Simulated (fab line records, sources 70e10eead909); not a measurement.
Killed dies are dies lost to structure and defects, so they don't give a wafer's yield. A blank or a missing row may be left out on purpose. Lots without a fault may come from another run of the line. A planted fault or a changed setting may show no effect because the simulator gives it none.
Problem report in the 8D (eight disciplines) form, filled by code | flow nand_harc | the parts of the form that need people (team, actions taken, sign-off) are left out

1. THE PROBLEM
heater_power_total_W at NHARC_P_M1_SOFTBAKE_04 reads a mean of 222.67 W on 3 wafers of 2 lots; wafers without a fault read 188.45 W with a standard deviation of 0.13. That is +99 or more standard deviations from the usual mean.
The step: time 55 s.
First seen on wafer L964.1, day 9 02:00, on litho_track-06. The record holds 36 wafers of 12 lots with a number at this step. Rule for "out", or "out of limits": more than 4 standard deviations from the usual mean. The other wafers with a number count as sound.

2. WHAT IT IS AND WHAT IT IS NOT
question                    | is                     | is not
which readings at this step | heater_power_total_W   | resist_line_temp_C
which lots                  | L964, L965             | L957, L959, L960, L961, L973, L975, L976, L977, L978, L980
which wafers of those lots  | L964.1, L965.1, L965.4 | L964.5, L964.6, L965.6
read on which tools         | litho_track-06         | litho_track-01, litho_track-04
when                        | from day 9 02:00       | up to then (14 sound wafers); but 19 sound wafers of L965, L973, L975, L976, L977, L978, L980 came after

3. SUSPECTS, AND WHAT RULES EACH OUT
Counting: a tool at a process step up to the reading stays a suspect if it ran every lot that is out. Sound lots after the first of them don't rule it out here, since some wafers of a struck lot are sound.
- rie_diel-13 at NHARC_P_M0_ETCH_15 (etches the open film in C4F8/Ar, target depth 150 nm, overetch 15 nm, time 82.5 s): kept. It ran every lot that is out, first L964 (day 8 23:31); its last sound lot up to then is L961 (day 7 19:09). NHARC_P_M0_ETCH_15 gives no start for some lots, so the hours and the order of its lots are those of NHARC_P_M0_STRIP_18.
- litho_track-06 at NHARC_P_M1_SOFTBAKE_04 (time 55 s): kept. It ran every lot that is out, first L964 (day 9 02:00); its last sound lot up to then is L960 (day 7 08:00). Its own readings are out on those wafers: heater_power_total_W.
Left after counting: rie_diel-13 at NHARC_P_M0_ETCH_15, litho_track-06 at NHARC_P_M1_SOFTBAKE_04.

4. THE CAUSE (what the simulator had put in)
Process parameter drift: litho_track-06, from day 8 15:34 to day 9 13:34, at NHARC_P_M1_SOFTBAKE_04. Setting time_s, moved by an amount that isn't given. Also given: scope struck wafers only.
Counting left 2 suspects, and this tool is among them.

5. THE CHAIN OF EFFECTS, in route order
Each row: a reading whose mean over the struck wafers that have a number lies more than 3 standard deviations from the usual. Only readings for which the record gives a usual standard deviation are gone through. hours: the time from each lot's start at the first step in this table that gives one to its start at this step, as a median over the lots. sigmas: the change in usual standard deviations.
hours | step                   | reading              | usual    | on struck wafers | change | sigmas
0     | NHARC_P_M1_SOFTBAKE_04 | heater_power_total_W | 188.45 W | 222.67           | +34.22 | +99 or more
The process steps in it:
- NHARC_P_M1_SOFTBAKE_04: time 55 s.
Later measuring or inspecting steps at which every struck wafer that the step has a row for has a number for every such reading, and none has moved that far: NHARC_END_SORT_01.

6. WHAT WOULD HAVE CAUGHT IT SOONER
In this record the first reading out of limits was taken at day 9 02:00, 10 hours after the fault began at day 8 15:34.
